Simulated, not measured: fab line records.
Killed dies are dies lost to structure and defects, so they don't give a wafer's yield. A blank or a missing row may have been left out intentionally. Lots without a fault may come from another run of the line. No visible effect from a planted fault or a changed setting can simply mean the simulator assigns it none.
fab line records	flow nand_harc
[record] lots = 7	wafers = 20	last_day = 32
route steps=1302 shown A_STAIRCASE@784 END@1302
lots untouched by any fault: they come from a run of this same line in which no faults occurred
start_h: the number of hours between the record's first day and the start of the first shown wafer of the lot	wait_h: time in hours since the lot's previous step	" unchanged from the row above	L1.1+2: one row covering several wafers at once	- no value, or no start was given	* or withheld: withheld	< > ~ a bound
route shown NAME@n: NAME is a module with steps in the file, n the number in the route of the first one	usual: mean/standard deviation of fault-free wafers	same: alike in all rows	chamber/n: place in a boat	sites: each site's reading	_std_site: the values' standard deviation	_edge_site: mean of outer sites minus mean of inner sites	radius_mm: for every site, how far away it sits from the centre of the wafer	mask NAME#n: copy n	behind: tool/chamber where the wafer was last shaped	hold: why the lot was held/for how many hours/how that ended	device: transistor that didn't switch, given as n, p or np	end of line: tests of these same wafers at the route's end	where a step has no rows: the recipe by itself	killed: dies that structure and defects cost at the first sort, which is not the same as the wafer's yield	map: shows each die of a wafer: x if killed, . if not, _ if none is there
set.NAME: the setting the step ran with; set.NAME@STEP: the setting that earlier step ran with	model.NAME: the simulator's own value behind a step, which no gauge read
a table for each step, a row for each wafer; lots at some steps of the route
services: the hour from which a tool's chamber was out of use, counted from the record's first day as start_h (under 0 if before that day), plus the number of hours and why
[[steps]]
[step NHARC_A_STAIRCASE_DESCUM_270]
[recipe] time_s = 3	o2_flow_sccm = 200	ar_flow_sccm = 0	bias_power_w = 0	chemistry = O2
[usual] drypump_motor_current_A = 5.8/0.37	o2_flow_sccm = 199.9/0.68	oes_product_au = 1.001/0.0097	rf_vpp_V = 57.9/0.86	showerhead_plenum_p_Torr = 1.93/0.078	throttle_valve_pct = 11.313/0.0086
lot.wafer	tool	chamber	start_h	wait_h	drypump_motor_current_A	o2_flow_sccm	oes_product_au	rf_hours_counter_h	rf_vpp_V	showerhead_plenum_p_Torr	throttle_valve_pct
L956.3	rie_diel-02	0	375.10	-	6.3	199.6	0.990	53	55.3	1.81	11.317
L956.2	"	1	"	"	5.2	200.6	1.018	43	58.2	1.99	11.311
L956.6	"	2	"	"	5.7	198.3	0.999	-	57.5	1.76	11.307
L957.3	rie_diel-13	1	398.99	-	5.9	200.2	0.999	4	57.4	1.97	11.314
L957.2	"	0	"	"	5.8	200.6	0.998	19	58.0	1.98	11.304
L957.6	"	2	"	"	5.8	199.7	1.005	-	58.3	1.84	11.301
L961.3	rie_diel-02	0	436.06	-	6.2	200.8	1.002	8	56.8	1.81	11.301
L961.2	"	2	"	"	5.6	200.2	1.016	7	58.0	2.07	11.322
L961.5	"	3	"	"	5.7	200.6	0.989	-	57.4	1.93	11.313
L962.1	rie_diel-13	3	446.35	-	5.9	199.8	0.996	38	57.4	1.92	11.301
L962.3	"	0	"	"	5.9	199.9	0.989	36	59.8	1.97	11.321
L962.5	"	2	"	"	5.8	199.4	0.994	-	58.0	1.84	11.305
L965.3	rie_diel-02	0	477.49	-	6.3	201.0	1.007	22	56.9	1.80	11.309
L965.6	"	3	"	"	5.7	199.7	0.968	-	57.7	1.92	11.321
L971.3	rie_diel-02	2	549.47	-	5.6	200.4	1.015	52	58.7	2.06	11.326
L971.4	"	3	"	"	5.7	200.0	0.982	51	56.6	1.92	11.306
L971.2	"	0	"	"	6.3	199.1	0.988	48	58.7	1.79	11.307
L973.2	rie_diel-02	3	566.17	-	5.7	200.4	0.995	56	57.6	1.91	11.301
L973.1	"	0	"	"	6.2	199.7	0.999	52	58.5	1.79	11.322
L973.3	"	1	"	"	5.1	201.6	0.988	49	57.9	1.98	11.316
[step NHARC_A_STAIRCASE_ETCH_271]
[recipe] cf4_flow_sccm = 100	chf3_flow_sccm = 30	ar_flow_sccm = 0	rf_w = 500	bias_w = 200	chemistry = CF4/CHF3
[step NHARC_A_STAIRCASE_HM_OPEN_457]
[recipe] o2_flow_sccm = 400	cos_flow_sccm = 20	ar_flow_sccm = 0	rf_w = 500	bias_w = 300	chemistry = O2/COS
[usual] drypump_motor_current_A = 5.8/0.38	o2_flow_sccm = 399.8/1.2	oes_product_au = 1.001/0.01	rf_vpp_V = 467.7/2.7	showerhead_plenum_p_Torr = 3.15/0.12	throttle_valve_pct = 28.330/0.0077
lot.wafer	tool	chamber	start_h	wait_h	drypump_motor_current_A	o2_flow_sccm	oes_product_au	rf_hours_counter_h	rf_vpp_V	showerhead_plenum_p_Torr	throttle_valve_pct
L956.3	rie_diel-02	0	-	-	6.2	398.7	0.985	53	461.5	2.97	28.339
L956.2	"	1	"	"	5.1	400.1	1.017	43	471.2	3.25	28.335
L956.6	"	1	"	"	5.1	398.8	1.011	-	469.5	3.25	28.338
L957.3	rie_diel-13	3	-	-	5.9	400.7	1.012	22	466.1	3.14	28.338
L957.2	"	1	"	"	5.9	400.5	1.006	4	469.1	3.21	28.326
L957.6	"	3	"	"	5.9	400.2	1.004	-	467.6	3.14	28.336
L961.3	rie_diel-02	3	-	-	5.7	402.6	0.981	9	468.6	3.15	28.342
L961.2	"	0	"	"	6.3	401.5	0.991	8	462.7	2.96	28.331
L961.5	"	2	"	"	5.7	401.0	1.003	-	472.4	3.37	28.326
L962.1	rie_diel-13	3	-	-	5.9	399.8	0.994	39	466.7	3.14	28.324
L962.3	"	0	"	"	5.9	398.9	0.992	36	468.4	3.21	28.323
L962.5	"	3	"	"	5.9	398.8	1.001	-	466.9	3.14	28.320
L965.3	rie_diel-02	2	-	-	5.6	400.1	1.026	24	471.6	3.36	28.324
L965.6	"	1	"	"	5.1	399.6	0.989	-	470.2	3.23	28.327
L971.2	rie_diel-02	1	-	-	5.2	401.7	0.984	46	471.0	3.22	28.320
L971.3	"	2	"	"	5.6	400.0	1.003	52	470.5	3.35	28.334
L971.4	"	0	"	"	6.3	398.5	1.002	48	463.1	2.94	28.319
L973.2	rie_diel-02	2	-	-	5.7	400.2	0.999	58	470.9	3.34	28.322
L973.1	"	0	"	"	6.3	401.2	0.990	52	463.7	2.94	28.330
L973.3	"	1	"	"	5.2	398.9	0.991	49	469.7	3.22	28.324
[step NHARC_A_STAIRCASE_STRIP_458]
[recipe] o2_flow_sccm = 400	cos_flow_sccm = 20	ar_flow_sccm = 0	bias_w = 0	chemistry = O2/COS
[step NHARC_A_STAIRCASE_ETCH_451]
[recipe] target_depth_a = 300	overetch_a = 30	time_s = 16.5	ion_energy_ev = 100	cf4_flow_sccm = 80	o2_flow_sccm = 20	ar_flow_sccm = 0	rf_w = 300	bias_w = 100	chemistry = CF4/O2
[step NHARC_A_STAIRCASE_ETCH_273]
[recipe] target_depth_a = 1.02e+05	time_s = 2468.6	ion_energy_ev = 800	c4f8_flow_sccm = 80	o2_flow_sccm = 60	ar_flow_sccm = withheld	rf_w = 600	bias_w = 3000	chemistry = C4F8/O2/Ar
[step NHARC_A_STAIRCASE_STRIP_274]
[recipe] o2_flow_sccm = 500	ar_flow_sccm = 0	bias_w = 0	chemistry = O2
[step NHARC_A_STAIRCASE_STRIP_275]
[recipe] time_s = 900	temp_c = 130	chemistry = SPM
[step NHARC_A_STAIRCASE_PRECLEAN_276]
[recipe] time_s = *	temp_c = 50	bath_age_min = 0	chemistry = SC1
[step NHARC_A_STAIRCASE_SRD_277]
[step NHARC_A_STAIRCASE_HM_DEP_459]
[recipe] target_thk_a = 15000	temp_c = 400	material = aC
[usual] throttle_valve_pct = 34.999/0.0088
lot.wafer	tool	chamber	start_h	wait_h	throttle_valve_pct
L956.2	acl_dep-01	0	384.42	6.4	35.006
L956.3	"	0	"	"	35.000
L956.6	"	0	"	"	34.983
L957.2	acl_dep-02	0	405.11	2.2	34.991
L957.3	"	0	"	"	35.000
L957.6	"	0	"	"	35.007
L961.2	acl_dep-03	0	440.49	0.9	35.004
L961.3	"	0	"	"	34.994
L961.5	"	0	"	"	34.988
L962.1	acl_dep-01	0	449.35	0.1	35.004
L962.3	"	0	"	"	35.001
L962.5	"	0	"	"	35.001
L965.3	acl_dep-02	0	485.02	4.6	34.993
L965.6	"	0	"	"	35.006
L971.2	acl_dep-03	0	558.64	6.2	34.998
L971.3	"	0	"	"	34.997
L971.4	"	0	"	"	34.990
L973.1	acl_dep-02	0	569.20	0.1	35.002
L973.2	"	0	"	"	35.002
L973.3	"	0	"	"	35.009
[step NHARC_A_STAIRCASE_DEP_280]
[recipe] target_thk_a = 300	target_thk_nm = 30	temp_c = 400	pressure_torr = 3.5	flow_sccm = 200	rf_w = 350	material = SiON
[usual] heater_power_w = 745/74
lot.wafer	tool	chamber	start_h	wait_h	heater_power_w
L956.2	pecvd-01	0	385.97	1.2	796
L956.3	"	2	"	"	836
L956.6	"	2	"	"	838
L957.2	pecvd-01	0	406.67	1.3	755
L957.3	"	2	"	"	704
L957.6	"	1	"	"	571
L961.2	pecvd-03	2	442.03	1.2	773
L961.3	"	0	"	"	648
L961.5	"	1	"	"	678
L962.1	pecvd-03	1	451.18	1.5	782
L962.3	"	0	"	"	644
L962.5	"	0	"	"	638
L965.3	pecvd-03	0	486.38	1.1	630
L965.6	"	1	"	"	731
L971.3	pecvd-04	1	560.21	1.0	888
L971.2	"	2	"	"	829
L971.4	"	2	"	"	845
L973.2	pecvd-03	2	571.08	1.3	729
L973.1	"	0	"	"	648
L973.3	"	1	"	"	754
[step NHARC_A_STAIRCASE_DEHYDRATE_281]
[recipe] temp_c = 150	time_s = 120
[step NHARC_A_STAIRCASE_HMDS_282]
[recipe] time_s = 30
[step NHARC_A_STAIRCASE_COAT_283]
[recipe] spin_rpm = 1200
[step NHARC_A_STAIRCASE_SOFTBAKE_284]
[recipe] temp_c = 135	time_s = 170
[step NHARC_A_STAIRCASE_EBR_285]
[step NHARC_A_STAIRCASE_EXPOSE_286]
[recipe] na = 0.5	dose_mj = 25.01	mask_id = CHOP_100
[step NHARC_A_STAIRCASE_PEB_287]
[recipe] peb_temp_c = 115	peb_time_s = 130
[step NHARC_A_STAIRCASE_DEVELOP_288]
[recipe] time_s = 140
[step NHARC_A_STAIRCASE_HARDBAKE_290]
[recipe] temp_c = 120	time_s = 140
[step NHARC_A_STAIRCASE_DESCUM_291]
[recipe] time_s = 3	o2_flow_sccm = 200	ar_flow_sccm = 0	bias_power_w = 0	chemistry = O2
[step NHARC_A_STAIRCASE_ETCH_292]
[recipe] cf4_flow_sccm = 100	chf3_flow_sccm = 30	ar_flow_sccm = 0	rf_w = 500	bias_w = 200	chemistry = CF4/CHF3
[step NHARC_A_STAIRCASE_HM_OPEN_460]
[recipe] o2_flow_sccm = 400	cos_flow_sccm = 20	ar_flow_sccm = 0	rf_w = 500	bias_w = 300	chemistry = O2/COS
[usual] drypump_motor_current_A = 5.8/0.4	o2_flow_sccm = 399.9/1.2	oes_product_au = 1.001/0.0097	rf_vpp_V = 467.6/2.7	showerhead_plenum_p_Torr = 3.15/0.12	throttle_valve_pct = 28.331/0.0087
lot.wafer	tool	chamber	start_h	wait_h	drypump_motor_current_A	o2_flow_sccm	oes_product_au	rf_hours_counter_h	rf_vpp_V	showerhead_plenum_p_Torr	throttle_valve_pct
L956.2	rie_diel-13	3	-	-	5.9	399.1	1.010	14	469.6	3.15	28.337
L956.3	"	2	"	"	5.8	399.9	1.006	-	465.0	3.02	28.334
L956.6	"	3	"	"	5.9	400.7	1.014	-	467.6	3.15	28.328
L957.2	rie_diel-13	3	-	-	6.0	399.9	1.003	25	466.9	3.14	28.324
L957.3	"	0	"	"	5.9	400.4	1.002	23	469.5	3.22	28.310
L957.6	"	3	"	"	5.9	399.2	1.015	-	467.8	3.14	28.334
L961.3	rie_diel-13	3	-	-	5.9	402.7	1.001	38	467.0	3.14	28.348
L961.2	"	2	"	"	5.8	400.0	1.008	33	465.4	3.01	28.331
L961.5	"	0	"	"	5.9	399.2	0.993	-	468.8	3.21	28.348
L962.3	rie_diel-13	3	-	-	5.9	399.2	0.995	41	467.9	3.13	28.317
L962.1	"	1	"	"	6.0	398.8	0.998	19	468.0	3.20	28.328
L962.5	"	3	"	"	5.9	400.5	0.994	-	468.0	3.13	28.331
L965.3	rie_diel-02	3	-	-	5.7	401.3	0.984	29	466.8	3.14	28.344
L965.6	"	2	"	"	5.7	399.6	1.013	-	472.8	3.36	28.336
L971.3	rie_diel-09	2	-	-	6.4	400.3	1.003	17	470.7	3.22	28.330
L971.4	"	3	"	"	4.9	398.1	0.996	15	464.9	2.98	28.326
L971.2	"	0	"	"	6.2	400.0	0.993	16	468.9	3.31	28.342
L973.3	rie_diel-13	0	-	-	5.9	401.0	0.987	17	467.7	3.19	28.319
L973.1	"	1	"	"	5.9	398.1	1.002	15	466.9	3.18	28.326
L973.2	"	2	"	"	5.8	399.3	0.993	17	465.2	2.99	28.332
[step NHARC_A_STAIRCASE_STRIP_461]
[recipe] o2_flow_sccm = 400	cos_flow_sccm = 20	ar_flow_sccm = 0	bias_w = 0	chemistry = O2/COS
[step NHARC_A_STAIRCASE_ETCH_452]
[recipe] target_depth_a = 300	overetch_a = 30	time_s = 16.5	ion_energy_ev = 100	cf4_flow_sccm = 80	o2_flow_sccm = 20	ar_flow_sccm = 0	rf_w = 300	bias_w = 100	chemistry = CF4/O2
[usual] drypump_motor_current_A = 5.8/0.39	o2_flow_sccm = 20.00/0.061	oes_product_au = 1.000/0.0095	rf_vpp_V = 198.1/1.2	showerhead_plenum_p_Torr = 1.35/0.053	throttle_valve_pct = 13.397/0.0089
lot.wafer	tool	chamber	start_h	wait_h	drypump_motor_current_A	o2_flow_sccm	oes_product_au	rf_hours_counter_h	rf_vpp_V	showerhead_plenum_p_Torr	throttle_valve_pct
L956.2	rie_diel-13	3	-	-	5.9	19.98	1.008	14	198.5	1.35	13.404
L956.3	"	2	"	"	5.8	20.08	1.000	-	196.9	1.29	13.402
L956.6	"	2	"	"	5.8	20.10	1.003	-	197.0	1.29	13.388
L957.2	rie_diel-13	2	-	-	5.8	19.98	0.996	24	197.3	1.29	13.396
L957.3	"	0	"	"	5.8	19.97	1.009	23	198.5	1.38	13.390
L957.6	"	3	"	"	5.9	19.97	0.996	-	197.7	1.34	13.405
L961.2	rie_diel-13	1	-	-	5.9	20.04	1.010	16	197.8	1.37	13.386
L961.3	"	3	"	"	5.9	20.07	1.013	38	197.8	1.34	13.386
L961.5	"	1	"	"	5.9	19.99	1.005	-	198.6	1.37	13.402
L962.1	rie_diel-13	3	-	-	5.9	19.96	1.011	41	198.9	1.34	13.379
L962.3	"	2	"	"	5.8	20.03	0.999	36	196.9	1.28	13.392
L962.5	"	3	"	"	5.9	19.91	1.013	-	199.3	1.34	13.393
L965.3	rie_diel-02	0	-	-	6.3	19.90	1.006	24	197.1	1.26	13.388
L965.6	"	0	"	"	6.3	20.02	1.010	-	197.3	1.26	13.414
L971.2	rie_diel-09	1	-	-	5.5	20.09	0.998	17	198.5	1.34	13.391
L971.3	"	2	"	"	6.3	20.06	1.015	17	199.4	1.38	13.398
L971.4	"	3	"	"	5.0	20.08	1.002	15	197.0	1.27	13.390
L973.3	rie_diel-13	3	-	-	5.9	20.04	1.011	20	196.8	1.33	13.402
L973.2	"	1	"	"	5.9	19.99	1.021	15	197.9	1.36	13.401
L973.1	"	2	"	"	5.8	20.00	1.010	18	196.3	1.27	13.388
[step NHARC_A_STAIRCASE_ETCH_294]
[recipe] target_depth_a = 49890	time_s = 1211.6	ion_energy_ev = 800	c4f8_flow_sccm = 80	o2_flow_sccm = 60	ar_flow_sccm = withheld	rf_w = 600	bias_w = 3000	chemistry = C4F8/O2/Ar
[step NHARC_A_STAIRCASE_STRIP_295]
[recipe] o2_flow_sccm = 500	ar_flow_sccm = 0	bias_w = 0	chemistry = O2
[step NHARC_A_STAIRCASE_STRIP_296]
[recipe] time_s = 900	temp_c = 130	chemistry = SPM
[step NHARC_A_STAIRCASE_PRECLEAN_297]
[recipe] time_s = *	temp_c = 50	bath_age_min = 0	chemistry = SC1
[step NHARC_A_STAIRCASE_SRD_298]
[step NHARC_A_STAIRCASE_HM_DEP_462]
[recipe] target_thk_a = 8000	temp_c = 400	material = aC
[step NHARC_A_STAIRCASE_DEP_301]
[recipe] target_thk_a = 300	target_thk_nm = 30	temp_c = 400	pressure_torr = 3.5	flow_sccm = 200	rf_w = 350	material = SiON
[step NHARC_A_STAIRCASE_DEHYDRATE_302]
[recipe] temp_c = 150	time_s = 120
[step NHARC_A_STAIRCASE_HMDS_303]
[recipe] time_s = 30
[step NHARC_A_STAIRCASE_COAT_304]
[recipe] spin_rpm = 1200
[step NHARC_A_STAIRCASE_SOFTBAKE_305]
[recipe] temp_c = 135	time_s = 170
[step NHARC_A_STAIRCASE_EBR_306]
[step NHARC_A_STAIRCASE_EXPOSE_307]
[recipe] na = 0.5	dose_mj = 45.72	mask_id = CHOP_50
[step NHARC_END_SORT_01]
[recipe] temp_c = 25
[usual] killed_at_array = 58/18	killed_at_other = 1.0/1.5	killed_at_periphery = 4/3.1	killed_dies = 64/18	killed_open = 3.4/1.9	killed_short = 2.7/1.7
[same] gross_dies = 677
lot.wafer	tool	chamber	start_h	wait_h	killed_at_array	killed_at_other	killed_at_periphery	killed_dies	killed_open	killed_short
L961.3	prober-01	0	630.48	3.1	676	0	1	677	3	2
L962.3	prober-02	0	638.62	3.1	677	0	0	677	7	1
L965.3	prober-01	0	672.12	3.1	668	2	7	677	8	3
L965.6	prober-01	0	674.53	4.0	670	1	6	677	3	5
// killed by level:class
L961.3 A_STAIRCASE:area_dep=597 A_SLIT:chamber_film_flake=23 A_CHANNEL_HOLE_D1:chamber_film_flake=20 A_CHANNEL_HOLE_D2:chamber_film_flake=20 A_CONTACT:chamber_film_flake=6 A_CHANNEL_FILL_D1:chamber_film_flake=2 A_DECK1_JOINT:geometric_particle:short=1 A_DECK1_JOINT:geometric_particle:open=1
L962.3 A_STAIRCASE:area_dep=621 A_CHANNEL_HOLE_D1:chamber_film_flake=34 A_CHANNEL_HOLE_D2:chamber_film_flake=9 A_ONON_D2:geometric_particle:open=3 A_WL_FILL:chamber_film_flake=2 A_SOURCE_PLATE:geometric_particle:open=1 A_CHANNEL_HOLE_D1:geometric_particle:open=1 A_CHANNEL_FILL_D1:geometric_particle:open=1
L965.3 A_STAIRCASE:area_dep=620 A_CHANNEL_HOLE_D1:chamber_film_flake=31 A_M0:geometric_particle:open=2 P_ZERO_WELL:chamber_film_flake=2 P_BONDPAD:chamber_film_flake=2 A_SLIT:chamber_film_flake=2 A_WL_FILL:chamber_film_flake=2 A_CONTACT:chamber_film_flake=2
L965.6 A_STAIRCASE:area_dep=619 A_CHANNEL_HOLE_D1:chamber_film_flake=35 A_STAIRCASE:chamber_film_flake=3 A_SLIT:chamber_film_flake=3 A_CONTACT:chamber_film_flake=3 P_CONTACT:geometric_particle:open=2 P_CONTACT:geometric_particle:short=2 A_WL_FILL:chamber_film_flake=2
// map L961.3 (x killed, . not)
____________x____________
_________xxxxxxx_________
_______xxxxxxxxxxx_______
______xxxxxxxxxxxxx______
_____xxxxxxxxxxxxxxx_____
____xxxxxxxxxxxxxxxxx____
____xxxxxxxxxxxxxxxxx____
___xxxxxxxxxxxxxxxxxxx___
___xxxxxxxxxxxxxxxxxxx___
__xxxxxxxxxxxxxxxxxxxxx__
__xxxxxxxxxxxxxxxxxxxxx__
_xxxxxxxxxxxxxxxxxxxxxxx_
_xxxxxxxxxxxxxxxxxxxxxxx_
_xxxxxxxxxxxxxxxxxxxxxxx_
_xxxxxxxxxxxxxxxxxxxxxxx_
_xxxxxxxxxxxxxxxxxxxxxxx_
xxxxxxxxxxxxxxxxxxxxxxxxx
xxxxxxxxxxxxxxxxxxxxxxxxx
xxxxxxxxxxxxxxxxxxxxxxxxx
xxxxxxxxxxxxxxxxxxxxxxxxx
xxxxxxxxxxxxxxxxxxxxxxxxx
_xxxxxxxxxxxxxxxxxxxxxxx_
_xxxxxxxxxxxxxxxxxxxxxxx_
_xxxxxxxxxxxxxxxxxxxxxxx_
_xxxxxxxxxxxxxxxxxxxxxxx_
_xxxxxxxxxxxxxxxxxxxxxxx_
__xxxxxxxxxxxxxxxxxxxxx__
__xxxxxxxxxxxxxxxxxxxxx__
___xxxxxxxxxxxxxxxxxxx___
___xxxxxxxxxxxxxxxxxxx___
____xxxxxxxxxxxxxxxxx____
____xxxxxxxxxxxxxxxxx____
_____xxxxxxxxxxxxxxx_____
______xxxxxxxxxxxxx______
_______xxxxxxxxxxx_______
_________xxxxxxx_________
____________x____________
// map L962.3 (x killed, . not)
____________x____________
_________xxxxxxx_________
_______xxxxxxxxxxx_______
______xxxxxxxxxxxxx______
_____xxxxxxxxxxxxxxx_____
____xxxxxxxxxxxxxxxxx____
____xxxxxxxxxxxxxxxxx____
___xxxxxxxxxxxxxxxxxxx___
___xxxxxxxxxxxxxxxxxxx___
__xxxxxxxxxxxxxxxxxxxxx__
__xxxxxxxxxxxxxxxxxxxxx__
_xxxxxxxxxxxxxxxxxxxxxxx_
_xxxxxxxxxxxxxxxxxxxxxxx_
_xxxxxxxxxxxxxxxxxxxxxxx_
_xxxxxxxxxxxxxxxxxxxxxxx_
_xxxxxxxxxxxxxxxxxxxxxxx_
xxxxxxxxxxxxxxxxxxxxxxxxx
xxxxxxxxxxxxxxxxxxxxxxxxx
xxxxxxxxxxxxxxxxxxxxxxxxx
xxxxxxxxxxxxxxxxxxxxxxxxx
xxxxxxxxxxxxxxxxxxxxxxxxx
_xxxxxxxxxxxxxxxxxxxxxxx_
_xxxxxxxxxxxxxxxxxxxxxxx_
_xxxxxxxxxxxxxxxxxxxxxxx_
_xxxxxxxxxxxxxxxxxxxxxxx_
_xxxxxxxxxxxxxxxxxxxxxxx_
__xxxxxxxxxxxxxxxxxxxxx__
__xxxxxxxxxxxxxxxxxxxxx__
___xxxxxxxxxxxxxxxxxxx___
___xxxxxxxxxxxxxxxxxxx___
____xxxxxxxxxxxxxxxxx____
____xxxxxxxxxxxxxxxxx____
_____xxxxxxxxxxxxxxx_____
______xxxxxxxxxxxxx______
_______xxxxxxxxxxx_______
_________xxxxxxx_________
____________x____________
[[services]]
tool	chamber	start_h	hours	kind
rie_diel-13	1	351.99	40.0	repair
rie_diel-09	3	361.40	6.2	repair
pecvd-03	-	366.00	13.0	pm
acl_dep-01	-	368.65	13.0	pm
rie_diel-13	0	382.44	5.4	repair
pecvd-03	2	387.47	3.4	repair
rie_diel-02	-	394.00	9.0	pm
rie_diel-02	3	410.58	1.3	repair
pecvd-03	0	413.59	6.4	repair
rie_diel-02	2	417.28	3.9	repair
rie_diel-09	0	419.70	5.8	repair
acl_dep-02	-	427.90	13.0	pm
pecvd-03	-	437.17	4.6	repair
rie_diel-09	1	440.37	1.2	repair
rie_diel-13	-	444.72	1.3	repair
acl_dep-03	-	482.95	13.0	pm
pecvd-03	2	483.82	7.7	repair
pecvd-01	-	492.85	13.0	pm
rie_diel-13	-	519.58	9.0	pm
rie_diel-02	3	538.62	6.4	repair
pecvd-03	1	542.80	23.6	repair
pecvd-03	-	547.75	13.0	pm
rie_diel-13	-	556.80	1.1	repair
rie_diel-02	-	571.06	9.0	pm
[[key]]
[first_sign] step = NHARC_END_SORT_01	reading = killed_at_array	direction = up	sigmas = 35	usual = 58	struck = 673
[effect] step = NHARC_END_SORT_01	reading = killed_dies	direction = up	sigmas = 34	usual = 64	struck = 677
[more_kills_born_at] NHARC_A_STAIRCASE_DEP_280@pecvd-03 = 2457
met_at NHARC_A_STAIRCASE_DEP_280
struck_wafers L961.3,L962.3,L965.3,L965.6
later_rows_left_out L961.3,L962.3,L965.3,L965.6
tester_left_out L961,L962,L965
[fault] kind = process_parameter_drift	tool = pecvd-03	chamber = -	onset_h = 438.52	steps = NHARC_A_STAIRCASE_DEP_280	channel = target_thk_nm	offset = 19.756	shape = step	end_h = 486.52	scope = struck_wafers_only	acts_in = these_recipes_only	stated = 30
// tester_left_out: of these lots the tester's yield and bins aren't shown, on N5 and GAA mostly nor the transistor test; their killed dies are dies lost to structure and defects alone, not to doping, threshold or leakage, so they don't give the yield
// later_rows_left_out: the simulator's readings of these wafers behind a module that went badly wrong aren't trusted and aren't shown, but for the sort
